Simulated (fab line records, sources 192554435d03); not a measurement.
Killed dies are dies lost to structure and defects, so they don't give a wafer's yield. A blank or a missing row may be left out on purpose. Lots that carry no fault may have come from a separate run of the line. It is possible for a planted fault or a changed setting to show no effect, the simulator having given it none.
Matching of chambers + flow n5-finfet + N5_BEOL_M7_ILD_DEP_00 on pecvd-03: 3 sister chambers
The step deposits SiCOH lowk from DEMS/porogen, target thk 179.75 nm, time 33.4 s. 15 wafers are shown with their chamber, then 7 later ones without.

== WAFERS, EACH WITH ITS CHAMBER ==
| wafer  | chamber | throttle-valve-pct (%) | heater-power-w (W) | showerhead-plenum-p-Torr (Torr) |
|--------|---------|------------------------|--------------------|---------------------------------|
| L238.2 | 1       | 14.2                   | 314                | 5.745                           |
| L238.3 | 0       | 14.6                   | 322                | 5.735                           |
| L238.6 | 0       | 14.4                   | 333                | 5.742                           |
| L240.2 | 2       | 12.9                   | 278                | 5.764                           |
| L240.3 | 0       | 14.5                   | 310                | 5.745                           |
| L240.6 | 0       | 14.2                   | 317                | 5.749                           |
| L243.1 | 2       | 13.0                   | 238                | 5.778                           |
| L243.2 | 1       | 14.2                   | 374                | 5.753                           |
| L243.6 | 0       | 14.3                   | 323                | 5.741                           |
| L245.1 | 0       | 14.4                   | 328                | 5.736                           |
| L245.3 | 2       | 12.8                   | 292                | 5.768                           |
| L246.4 | 2       | 12.9                   | 245                | 5.772                           |
| L246.5 | 0       | 14.2                   | 323                | 5.730                           |
| L246.6 | 1       | 14.2                   | 390                | 5.739                           |
| L247.2 | 1       | 14.2                   | 374                | 5.713                           |

SIGNATURES (means of the wafers above)
| reading                  | chamber 0 | chamber 1 | chamber 2 | scatter within a chamber |
|--------------------------|-----------|-----------|-----------|--------------------------|
| throttle-valve-pct       | 14.371    | 14.200    | 12.900    | 0.113                    |
| heater-power-w           | 322.29    | 363.00    | 263.25    | 21.8                     |
| showerhead-plenum-p-Torr | 5.73971   | 5.73750   | 5.77050   | 0.0102                   |
Rule: distance of a wafer from a chamber = root of the sum over the readings of ((wafer's reading minus chamber's mean) / reading's scatter) squared. If the next closest chamber is less than 2 further off than the closest, the wafer can't be placed; otherwise it belongs to the closest. The scatter is the square root of a quotient: the sum, over the shown wafers, of each reading's squared deviation from its chamber's mean, divided by wafers minus chambers.

== WAFERS WITHOUT THEIR CHAMBER ==
| wafer  | throttle-valve-pct (%) | heater-power-w (W) | showerhead-plenum-p-Torr (Torr) |
|--------|------------------------|--------------------|---------------------------------|
| L247.4 | 14.5                   | 294                | 5.730                           |
| L247.5 | 12.9                   | 268                | 5.763                           |
| L250.1 | 14.6                   | 317                | 5.733                           |
| L250.3 | 13.0                   | 267                | 5.760                           |
| L250.6 | 13.2                   | 286                | 5.769                           |
| L254.1 | 13.1                   | 271                | 5.776                           |
| L254.2 | 14.2                   | 328                | 5.737                           |

== CHAMBER TAKEN BY EACH ==
| wafer  | from the rows above     | in truth |
|--------|-------------------------|----------|
| L247.4 | 0                       | 0        |
| L247.5 | 2                       | 2        |
| L250.1 | can't be placed: 0 or 1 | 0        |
| L250.3 | 2                       | 2        |
| L250.6 | 2                       | 2        |
| L254.1 | 2                       | 2        |
| L254.2 | can't be placed: 0 or 1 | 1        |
5 of 7 placed correctly. Can't be placed from these rows: 2 (the true chamber is among the candidates in 2). 0 placed wrongly.
